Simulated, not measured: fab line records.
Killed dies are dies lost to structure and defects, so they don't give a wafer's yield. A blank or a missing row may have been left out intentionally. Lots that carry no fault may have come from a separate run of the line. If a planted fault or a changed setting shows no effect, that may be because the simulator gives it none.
fab line records | flow nand-harc
[record] lots = 6 wafers = 18 last-day = 33
route steps=1302 shown P_STI@76 END@1302
lots that met no fault: taken from a fault-free run of the same line
start-h: hours from the record's opening day to when the first of the lot's shown wafers began | wait-h: how many hours have passed since the lot's step before this one | " the same as in the row above | L1.1+2: a row that stands for several wafers | - either no value or no given start | * or withheld: withheld | < > ~ a bound
route shown NAME@n: names a module that has steps shown in the file, with the first one's number in the route | usual: average and standard deviation across the fault-free wafers | same: alike in all rows | chamber/n: place in a boat | sites: readings site by site | _std_site: the values' standard deviation | _edge_site: mean of outer sites minus mean of inner sites | radius-mm: how far each site lies from the wafer's centre | mask NAME#n: copy n | behind: tool/chamber where the wafer was last shaped | hold: why the lot was held/for how many hours/how that ended | device: which transistor (n, p or np) failed to switch | end of line: the tests these same wafers got at the end of their route | a step without rows: its recipe alone | killed: at the first sort, the dies lost to defects and structure; wafer yield is something else | map: a wafer's dies, marking killed ones x, the rest . and places with no die _
set.NAME: the setting that was run; set.NAME@STEP: the one run at that earlier step | model.NAME: the simulator's own value behind a step, which no gauge read
lots seen at some steps along the route; tables by step, rows by wafer
services: from which hour (start-h, from the record's first day; less than 0 if before it) a tool's chamber was out of use, for how many hours, and why
[[steps]]
[step NHARC_P_STI_COAT_41]
[recipe] temp-c = 200 time-s = 65
[step NHARC_P_STI_COAT_03]
[recipe] spin-rpm = 2000 resist-thk-nm = 600
[step NHARC_P_STI_SOFTBAKE_04]
[recipe] temp-c = 125 time-s = 70
[step NHARC_P_STI_EBR_05]
[step NHARC_P_STI_EXPOSE_06]
[recipe] na = 0.55 target-cd-nm = 200 dose-mj = 37.69 mask-id = P_STI
[step NHARC_P_STI_PEB_07]
[recipe] peb-temp-c = 128 peb-time-s = 80
[step NHARC_P_STI_DEVELOP_08]
[recipe] time-s = 50 dev-temp-c = 22
[step NHARC_P_STI_CD_MEAS_09]
[recipe] target-cd-nm = 200 landing-energy-ev = 500
[usual] cd-nm = 199.2/1.7
// columns lot.wafer tool chamber start-h wait-h cd-nm
L492.3 cd-sem-03 0 92.57 - 196.6
L492.4 " 0 " " 198.2
L492.6 " 0 " " 199.0
L498.1 cd-sem-03 0 153.94 - 203.2
L498.2 " 0 " " 199.9
L498.4 " 0 " " 199.2
L503.1 cd-sem-02 0 202.72 - 201.2
L503.4 " 0 " " 199.0
L503.5 " 0 " " 198.4
L508.2 cd-sem-03 0 256.06 - 198.0
L508.3 " 0 " " 201.7
L508.6 " 0 " " 197.2
L509.2 cd-sem-03 0 263.22 - 198.9
L509.5 " 0 " " 196.3
L509.6 " 0 " " 196.2
L510.1 cd-sem-02 0 274.28 - 199.5
L510.3 " 0 " " 197.1
L510.6 " 0 " " 201.7
[step NHARC_P_STI_OVL_MEAS_10]
[usual] overlay-x-nm = 2/6.1 overlay-y-nm = 1/7.1
// columns lot.wafer tool chamber start-h wait-h overlay-x-nm overlay-y-nm
L492.3 overlay-02 - 92.65 - 14 -7
L492.4 " - " " 14 -7
L492.6 " - " " 14 -6
L498.1 overlay-01 - 154.02 - 10 -2
L498.2 " - " " 10 -2
L498.4 " - " " 11 -2
L503.1 overlay-01 - 202.81 - -10 4
L503.4 " - " " -10 4
L503.5 " - " " -10 4
L508.2 overlay-01 - 256.14 - 2 16
L508.3 " - " " 3 16
L508.6 " - " " 2 15
L509.2 overlay-02 - 263.31 - 1 -5
L509.5 " - " " 1 -5
L509.6 " - " " 1 -5
L510.1 overlay-02 - 274.37 - -4 8
L510.3 " - " " -4 8
L510.6 " - " " -4 8
[step NHARC_P_STI_INSPECT_11]
[usual] raw-defect-count = 5.7/2.9
// columns lot.wafer tool chamber start-h wait-h raw-defect-count
L492.3 defect-inspect-02 - 92.69 0.0 3
L492.4 " - " " 6
L492.6 " - " " 2
L498.1 defect-inspect-01 - 154.06 0.0 7
L498.2 " - " " 6
L498.4 " - " " 1
L503.1 defect-inspect-02 - 202.84 0.0 3
L503.4 " - " " 4
L503.5 " - " " 0
L508.2 defect-inspect-01 - 256.18 0.0 9
L508.3 " - " " 6
L508.6 " - " " 11
L509.2 defect-inspect-01 - 263.34 0.0 10
L509.5 " - " " 5
L509.6 " - " " 9
L510.1 defect-inspect-02 - 274.41 0.0 3
L510.3 " - " " 8
L510.6 " - " " 7
[step NHARC_P_STI_HARDBAKE_13]
[recipe] temp-c = 118 time-s = 65
[step NHARC_P_STI_DESCUM_14]
[recipe] time-s = 3 o2-flow-sccm = 200 ar-flow-sccm = 0 bias-power-w = 0 chemistry = O2
[usual] drypump-motor-current-A = 5.8/0.51 o2-flow-sccm = 200.0/0.61 oes-product-au = 0.998/0.01 rf-vpp-V = 57.7/0.87 showerhead-plenum-p-Torr = 1.93/0.081 throttle-valve-pct = 11.311/0.0095
// columns lot.wafer tool chamber start-h wait-h drypump-motor-current-A o2-flow-sccm oes-product-au rf-hours-counter-h rf-vpp-V showerhead-plenum-p-Torr throttle-valve-pct
L492.4 rie-diel-01 3 92.82 - 6.4 200.4 0.993 2 58.3 2.00 11.314
L492.3 " 0 " " 5.5 199.2 0.983 3 56.1 1.81 11.298
L492.6 " 0 " " 5.5 200.0 0.985 - 57.6 1.81 11.303
L498.2 rie-diel-01 3 154.21 - 6.4 200.7 0.991 5 57.0 2.00 11.308
L498.1 " 0 " " 5.5 199.0 0.986 6 57.9 1.81 11.330
L498.4 " 1 " " 6.5 199.0 0.975 5 57.6 1.97 11.317
L503.1 rie-diel-07 1 202.99 - 6.4 199.0 1.013 7 56.6 1.95 11.306
L503.4 " 3 " " 5.2 199.6 1.019 6 58.0 1.87 11.308
L503.5 " 0 " " 5.4 200.0 1.000 - 57.7 1.81 11.306
L508.2 rie-diel-06 0 256.32 - 5.9 200.9 0.982 8 57.6 2.05 11.321
L508.3 " 1 " " 5.0 200.1 1.003 8 57.5 1.82 11.299
L508.6 " 0 " " 6.0 199.0 0.992 - 57.9 2.05 11.314
L509.2 rie-diel-07 0 263.50 - 5.4 200.3 0.995 7 57.3 1.81 11.308
L509.6 " 3 " " 5.2 200.2 1.011 - 57.9 1.87 11.293
L509.5 " 0 " " 5.5 199.3 1.008 - 57.2 1.81 11.317
L510.1 rie-diel-01 1 274.56 - 6.5 199.1 1.012 4 57.8 1.96 11.323
L510.3 " 2 " " 5.4 200.4 0.996 3 57.8 1.90 11.328
L510.6 " 3 " " 6.4 200.2 0.988 - 58.3 2.00 11.303
[step NHARC_P_STI_ETCH_42]
[recipe] target-depth-a = 800 overetch-a = 240 time-s = 61 ion-energy-ev = 200 n2-flow-sccm = 150 h2-flow-sccm = 150 ar-flow-sccm = 0 rf-w = 400 bias-w = 150 chemistry = N2/H2
[usual] bias-w = 149.9/0.43 chamber-pressure-mTorr = 29.999/0.028 drypump-motor-current-A = 5.8/0.53 oes-product-au = 0.997/0.0096 rf-vpp-V = 430.8/2.6 showerhead-plenum-p-Torr = 2.05/0.089 throttle-valve-pct = 14.172/0.0086
// columns lot.wafer tool chamber start-h wait-h bias-w chamber-pressure-mTorr drypump-motor-current-A oes-product-au rf-hours-counter-h rf-vpp-V showerhead-plenum-p-Torr throttle-valve-pct
L492.4 rie-diel-01 2 92.92 0.1 150.1 30.027 5.3 0.996 2 430.1 2.03 14.177
L492.3 " 3 " " 150.4 29.951 6.4 0.996 2 433.7 2.13 14.183
L492.6 " 1 " " 149.8 29.982 6.5 0.994 - 431.1 2.10 14.160
L498.4 rie-diel-01 3 154.28 0.1 150.5 30.008 6.4 1.002 5 432.5 2.13 14.171
L498.1 " 0 " " 150.7 30.006 5.5 0.999 6 426.7 1.93 14.175
L498.2 " 1 " " 149.5 29.975 6.5 0.992 5 431.8 2.10 14.183
L503.1 rie-diel-07 1 203.06 0.1 149.8 29.994 6.4 0.991 7 431.2 2.08 14.178
L503.4 " 0 " " 149.7 30.038 5.4 0.991 3 426.3 1.93 14.177
L503.5 " 1 " " 149.5 29.991 6.4 1.002 - 432.3 2.08 14.171
L508.3 rie-diel-06 1 256.41 0.1 - - - - - - - -
L508.2 " 2 " " - - - - - - - -
L508.6 " 0 " " - - - - - - - -
L509.2 rie-diel-07 2 263.59 0.1 - - - - - - - -
L509.6 " 0 " " - - - - - - - -
L509.5 " 2 " " - - - - - - - -
L510.1 rie-diel-01 1 274.63 0.1 150.9 29.998 6.5 1.011 4 432.4 2.10 14.175
L510.3 " 3 " " 149.5 29.985 6.4 0.997 3 431.8 2.13 14.157
L510.6 " 2 " " 150.4 30.032 5.4 1.001 - 430.6 2.02 14.178
[step NHARC_P_STI_ETCH_31]
[recipe] target-depth-a = 1089 time-s = 54.5 cf4-flow-sccm = 100 chf3-flow-sccm = 30 ar-flow-sccm = 0 rf-w = 500 bias-w = 200 chemistry = CF4/CHF3
[usual] bias-w = 200.0/0.58 cf4-flow-sccm = 99.9/0.31 drypump-motor-current-A = 5.8/0.52 oes-product-au = 0.957/0.019 rf-vpp-V = 370.9/2.2 showerhead-plenum-p-Torr = 1.58/0.062 throttle-valve-pct = 16.803/0.0085
// columns lot.wafer tool chamber start-h wait-h bias-w cf4-flow-sccm drypump-motor-current-A oes-product-au rf-hours-counter-h rf-vpp-V showerhead-plenum-p-Torr throttle-valve-pct
L492.3 rie-diel-01 3 - - 200.7 100.5 6.4 0.947 2 372.7 1.64 16.786
L492.4 " 0 " " 200.3 99.7 5.5 0.940 3 367.5 1.50 16.818
L492.6 " 2 " " 200.6 99.9 5.4 0.945 - 369.5 1.56 16.812
L498.4 rie-diel-01 3 - - 200.8 100.0 6.4 0.968 5 374.1 1.64 16.811
L498.1 " 1 " " 200.1 100.3 6.5 0.967 5 372.0 1.61 16.807
L498.2 " 2 " " 199.8 100.1 5.3 0.958 5 372.0 1.56 16.797
L503.4 rie-diel-07 1 - - 199.3 100.1 6.4 0.939 8 372.2 1.60 16.798
L503.1 " 2 " " 199.3 99.9 6.4 0.937 8 370.5 1.54 16.786
L503.5 " 1 " " 199.3 99.3 6.4 0.936 - 372.1 1.60 16.805
L508.3 rie-diel-06 3 256.49 0.1 200.3 99.6 5.8 0.969 8 374.8 1.69 16.776
L508.2 " 0 " " 200.4 99.5 6.0 0.951 8 375.7 1.68 16.801
L508.6 " 3 " " 200.5 100.0 5.8 0.966 - 374.4 1.69 16.814
L509.2 rie-diel-07 3 263.69 0.1 200.0 100.1 5.2 0.971 11 369.9 1.54 16.815
L509.6 " 2 " " 200.2 100.2 6.3 0.934 - 368.2 1.54 16.799
L509.5 " 3 " " 199.8 100.2 5.2 0.979 - 368.2 1.54 16.802
L510.3 rie-diel-01 1 - - 199.4 99.7 6.5 0.976 4 371.2 1.61 16.811
L510.1 " 2 " " 199.6 100.1 5.3 0.980 3 369.7 1.56 16.808
L510.6 " 0 " " 200.7 99.7 5.5 0.965 - 367.2 1.49 16.805
[step NHARC_END_SORT_01]
[recipe] temp-c = 25
[usual] killed-at-array = 55/20 killed-at-other = 0.7/0.96 killed-at-periphery = 4.1/2.4 killed-dies = 60/20 killed-open = 3.3/1.9 killed-short = 2.8/1.6
[same] gross-dies = 677
// columns lot.wafer tool chamber start-h wait-h killed-at-array killed-at-other killed-at-periphery killed-dies killed-open killed-short
L498.1 prober-02 0 671.21 2.5 28 0 4 32 2 1
L498.2 prober-02 0 672.00 2.8 40 1 10 51 2 7
L498.4 prober-02 0 673.59 3.4 29 0 8 37 1 2
L509.2 prober-01 0 783.52 2.8 93 0 584 677 3 3
L509.5 prober-01 0 785.92 3.7 50 1 626 677 4 3
L509.6 prober-01 0 786.73 4.0 70 1 606 677 3 6
L508.2 prober-02 0 783.56 2.8 45 0 632 677 4 4
L508.3 prober-02 0 784.37 3.1 39 0 638 677 2 2
L508.6 prober-02 0 786.78 4.0 50 0 627 677 3 6
L510.1 prober-01 0 798.23 2.5 68 0 2 70 0 2
L510.3 prober-01 0 799.82 3.1 59 0 4 63 3 1
L510.6 prober-01 0 802.19 4.0 56 0 3 59 3 2
// killed by level:class
L498.1 A_CHANNEL_HOLE_D2:chamber-film-flake=16 A_CHANNEL_HOLE_D1:chamber-film-flake=5 P_GATE:chamber-film-flake=2 A_SLIT:chamber-film-flake=2 A_M1:chamber-film-flake=2 P_CONTACT:geometric-particle:short=1 P_M0:geometric-particle:open=1 A_SOURCE_PLATE:geometric-particle:open=1
L498.2 A_CHANNEL_HOLE_D2:chamber-film-flake=19 A_CHANNEL_HOLE_D1:chamber-film-flake=4 A_SLIT:chamber-film-flake=4 A_WL_FILL:geometric-particle:short=3 P_M2:chamber-film-flake=3 P_BONDPAD:chamber-film-flake=3 A_CONTACT:chamber-film-flake=3 P_CONTACT:geometric-particle:open=1
L498.4 A_CHANNEL_HOLE_D2:chamber-film-flake=13 A_CHANNEL_HOLE_D1:chamber-film-flake=5 A_SLIT:chamber-film-flake=4 P_GATE:chamber-film-flake=3 A_CONTACT:chamber-film-flake=3 P_BONDPAD:chamber-film-flake=2 P_CONTACT:geometric-particle:open=1 A_ONON_D2:geometric-particle:short=1
L509.2 P_STI:area-etch=581 A_CHANNEL_HOLE_D2:chamber-film-flake=37 A_SLIT:chamber-film-flake=28 A_CONTACT:chamber-film-flake=13 A_STAIRCASE:chamber-film-flake=5 P_ZERO_WELL:chamber-film-flake=2 A_WL_FILL:chamber-film-flake=2 A_WL_FILL:geometric-particle:open=1
L508.2 P_STI:area-etch=629 A_CHANNEL_HOLE_D1:chamber-film-flake=23 A_SLIT:chamber-film-flake=5 A_CHANNEL_FILL_D2:chamber-film-flake=4 A_CONTACT:chamber-film-flake=4 P_CONTACT:geometric-particle:open=2 A_ONON_D2:geometric-particle:short=2 A_CHANNEL_HOLE_D2:chamber-film-flake=2
L508.3 P_STI:area-etch=635 A_CHANNEL_HOLE_D1:chamber-film-flake=17 A_SLIT:chamber-film-flake=6 A_CONTACT:chamber-film-flake=6 P_ZERO_WELL:chamber-film-flake=2 A_CHANNEL_HOLE_D2:chamber-film-flake=2 A_CHANNEL_FILL_D2:chamber-film-flake=2 P_GATE:geometric-particle:open=1
L509.5 P_STI:area-etch=621 A_CHANNEL_HOLE_D2:chamber-film-flake=16 A_SLIT:chamber-film-flake=16 A_CONTACT:chamber-film-flake=5 A_WL_FILL:geometric-particle:open=2 P_M2:chamber-film-flake=2 P_ZERO_WELL:geometric-particle:open=1 A_SOURCE_PLATE:geometric-particle:short=1
L509.6 P_STI:area-etch=600 A_CHANNEL_HOLE_D2:chamber-film-flake=34 A_SLIT:chamber-film-flake=19 A_CONTACT:chamber-film-flake=5 P_ZERO_WELL:chamber-film-flake=4 A_STAIRCASE:chamber-film-flake=4 P_GATE:geometric-particle:short=1 P_GATE:geometric-particle:open=1
L508.6 P_STI:area-etch=624 A_CHANNEL_HOLE_D1:chamber-film-flake=18 A_SLIT:chamber-film-flake=8 A_CONTACT:chamber-film-flake=6 A_STAIRCASE:chamber-film-flake=3 A_M1:chamber-film-flake=3 A_ONON_D2:geometric-particle:short=2 A_CHANNEL_FILL_D2:chamber-film-flake=2
L510.1 A_CHANNEL_HOLE_D2:chamber-film-flake=26 A_CHANNEL_HOLE_D1:chamber-film-flake=20 A_SLIT:chamber-film-flake=8 A_SGD_CUT:chamber-film-flake=5 A_STAIRCASE:chamber-film-flake=3 P_M0:chamber-film-flake=2 A_CONTACT:chamber-film-flake=2 A_CHANNEL_HOLE_D2:geometric-particle:short=1
L510.3 A_CHANNEL_HOLE_D2:chamber-film-flake=26 A_CHANNEL_HOLE_D1:chamber-film-flake=10 A_STAIRCASE:chamber-film-flake=7 A_SLIT:chamber-film-flake=6 A_CONTACT:chamber-film-flake=4 A_CHANNEL_FILL_D2:geometric-particle:open=2 P_GATE:chamber-film-flake=2 P_GATE:geometric-particle:open=1
L510.6 A_CHANNEL_HOLE_D2:chamber-film-flake=24 A_CONTACT:chamber-film-flake=9 A_CHANNEL_HOLE_D1:chamber-film-flake=7 A_SLIT:chamber-film-flake=7 A_CONTACT:geometric-particle:open=2 A_STAIRCASE:chamber-film-flake=2 P_M0:geometric-particle:open=1 A_DECK1_JOINT:geometric-particle:short=1
// map L508.2 (x killed, . not)
____________x____________
_________xxxxxxx_________
_______xxxxxxxxxxx_______
______xxxxxxxxxxxxx______
_____xxxxxxxxxxxxxxx_____
____xxxxxxxxxxxxxxxxx____
____xxxxxxxxxxxxxxxxx____
___xxxxxxxxxxxxxxxxxxx___
___xxxxxxxxxxxxxxxxxxx___
__xxxxxxxxxxxxxxxxxxxxx__
__xxxxxxxxxxxxxxxxxxxxx__
_xxxxxxxxxxxxxxxxxxxxxxx_
_xxxxxxxxxxxxxxxxxxxxxxx_
_xxxxxxxxxxxxxxxxxxxxxxx_
_xxxxxxxxxxxxxxxxxxxxxxx_
_xxxxxxxxxxxxxxxxxxxxxxx_
xxxxxxxxxxxxxxxxxxxxxxxxx
xxxxxxxxxxxxxxxxxxxxxxxxx
xxxxxxxxxxxxxxxxxxxxxxxxx
xxxxxxxxxxxxxxxxxxxxxxxxx
xxxxxxxxxxxxxxxxxxxxxxxxx
_xxxxxxxxxxxxxxxxxxxxxxx_
_xxxxxxxxxxxxxxxxxxxxxxx_
_xxxxxxxxxxxxxxxxxxxxxxx_
_xxxxxxxxxxxxxxxxxxxxxxx_
_xxxxxxxxxxxxxxxxxxxxxxx_
__xxxxxxxxxxxxxxxxxxxxx__
__xxxxxxxxxxxxxxxxxxxxx__
___xxxxxxxxxxxxxxxxxxx___
___xxxxxxxxxxxxxxxxxxx___
____xxxxxxxxxxxxxxxxx____
____xxxxxxxxxxxxxxxxx____
_____xxxxxxxxxxxxxxx_____
______xxxxxxxxxxxxx______
_______xxxxxxxxxxx_______
_________xxxxxxx_________
____________x____________
// map L509.2 (x killed, . not)
____________x____________
_________xxxxxxx_________
_______xxxxxxxxxxx_______
______xxxxxxxxxxxxx______
_____xxxxxxxxxxxxxxx_____
____xxxxxxxxxxxxxxxxx____
____xxxxxxxxxxxxxxxxx____
___xxxxxxxxxxxxxxxxxxx___
___xxxxxxxxxxxxxxxxxxx___
__xxxxxxxxxxxxxxxxxxxxx__
__xxxxxxxxxxxxxxxxxxxxx__
_xxxxxxxxxxxxxxxxxxxxxxx_
_xxxxxxxxxxxxxxxxxxxxxxx_
_xxxxxxxxxxxxxxxxxxxxxxx_
_xxxxxxxxxxxxxxxxxxxxxxx_
_xxxxxxxxxxxxxxxxxxxxxxx_
xxxxxxxxxxxxxxxxxxxxxxxxx
xxxxxxxxxxxxxxxxxxxxxxxxx
xxxxxxxxxxxxxxxxxxxxxxxxx
xxxxxxxxxxxxxxxxxxxxxxxxx
xxxxxxxxxxxxxxxxxxxxxxxxx
_xxxxxxxxxxxxxxxxxxxxxxx_
_xxxxxxxxxxxxxxxxxxxxxxx_
_xxxxxxxxxxxxxxxxxxxxxxx_
_xxxxxxxxxxxxxxxxxxxxxxx_
_xxxxxxxxxxxxxxxxxxxxxxx_
__xxxxxxxxxxxxxxxxxxxxx__
__xxxxxxxxxxxxxxxxxxxxx__
___xxxxxxxxxxxxxxxxxxx___
___xxxxxxxxxxxxxxxxxxx___
____xxxxxxxxxxxxxxxxx____
____xxxxxxxxxxxxxxxxx____
_____xxxxxxxxxxxxxxx_____
______xxxxxxxxxxxxx______
_______xxxxxxxxxxx_______
_________xxxxxxx_________
____________x____________
[[services]]
// columns tool chamber start-h hours kind
rie-diel-01 2 72.57 3.7 repair
rie-diel-01 0 84.80 - clean
rie-diel-01 1 84.80 - clean
rie-diel-01 2 84.80 - clean
rie-diel-01 3 84.80 - clean
rie-diel-01 0 109.45 - clean
rie-diel-01 1 109.45 - clean
rie-diel-01 2 109.45 - clean
rie-diel-01 3 109.45 - clean
rie-diel-07 - 118.23 9.0 pm
rie-diel-01 - 130.11 0.6 repair
rie-diel-06 - 130.23 9.0 pm
rie-diel-07 3 131.52 6.8 repair
rie-diel-01 0 133.95 - clean
rie-diel-01 1 133.95 - clean
rie-diel-01 2 133.95 - clean
rie-diel-01 3 133.95 - clean
rie-diel-01 1 173.57 6.1 repair
rie-diel-06 3 181.61 3.9 repair
rie-diel-07 1 191.67 3.2 repair
rie-diel-01 - 203.80 9.0 pm
rie-diel-07 - 211.41 0.9 repair
rie-diel-01 0 233.48 6.0 repair
rie-diel-07 1 257.86 26.7 repair
[[key]]
[first-sign] step = NHARC_P_STI_ETCH_42 reading = tool-record direction = missing
[effect] step = NHARC_END_SORT_01 reading = killed-at-periphery direction = up sigmas = 99+ usual = 4.1 struck = 618.8
[more-kills-born-at] NHARC_P_STI_ETCH_42@rie-diel-06 = 1888 NHARC_P_STI_ETCH_42@rie-diel-07 = 1802
met-at NHARC_P_STI_ETCH_42
struck-wafers L508.2,L508.3,L508.6,L509.2,L509.5,L509.6
later-rows-left-out L508.2,L508.3,L508.6,L509.2,L509.5,L509.6
tester-left-out L508,L509
onset-between 203.06 256.41
[fault] kind = skipped-step-whole tool = rie-diel-06,rie-diel-07 chamber = - onset-h = 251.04 steps = NHARC_P_STI_ETCH_42 scope = struck-lots-only
// tester-left-out: of these lots the tester's yield and bins aren't shown, on N5 and GAA mostly nor the transistor test; their killed dies are dies lost to structure and defects alone, not to doping, threshold or leakage, so they don't give the yield
// later-rows-left-out: the simulator's readings of these wafers behind a module that went badly wrong aren't trusted and aren't shown, but for the sort
